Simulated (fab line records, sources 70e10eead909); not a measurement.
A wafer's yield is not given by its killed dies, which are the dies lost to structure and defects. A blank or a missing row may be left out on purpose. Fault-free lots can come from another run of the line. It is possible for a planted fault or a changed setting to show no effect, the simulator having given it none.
Chamber matching | flow nandHarc | 4 sister chambers for NHARC_A_STAIRCASE_CMP_152 on cmp-03
The step polishes. 4 wafers are shown with their chamber, then 9 later ones without.

== EACH WAFER AND ITS CHAMBER ==
wafer  | chamber | motorCurrentA (A)
L087.6 | 3       | 11.4
L088.1 | 0       | 9.0
L088.2 | 2       | 11.8
L088.4 | 1       | 11.6

== WAFERS WITHOUT THEIR CHAMBER ==
wafer  | motorCurrentA (A)
L091.2 | 12.1
L091.3 | 11.3
L091.4 | 12.4
L092.2 | 12.6
L092.5 | 11.2
L092.6 | 12.1
L097.1 | 12.1
L097.2 | 11.8
L097.5 | 10.0

== CHAMBER TAKEN BY EACH ==
wafer  | from the rows above               | in truth
L091.2 | can't be placed: 2 or 1 or 3      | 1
L091.3 | can't be placed: 3 or 1 or 2      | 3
L091.4 | can't be placed: 2 or 1 or 3      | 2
L092.2 | can't be placed: 2 or 1 or 3      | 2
L092.5 | can't be placed: 3 or 1 or 2      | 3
L092.6 | can't be placed: 2 or 1 or 3      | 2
L097.1 | can't be placed: 2 or 1 or 3      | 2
L097.2 | can't be placed: 2 or 1 or 3      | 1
L097.5 | can't be placed: 0 or 3 or 1 or 2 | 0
Placed correctly: 0 of 9. Can't be placed from these rows: 9 (the true chamber is among the candidates in 9). 0 placed wrongly.
How it was worked out, from the rows above alone: a wafer's distance from a chamber is the root of the sum, over the readings, of the square of ((its reading less the chamber's mean) divided by the reading's scatter). The wafer belongs to the nearest chamber; if the next one is less than 2 further off, it can't be placed. For every chamber, the mean is computed from those of its wafers that are shown. The scatter (one wafer shown for each chamber): square how far every hidden wafer sits from the nearest shown wafer, average those squares and take the square root.
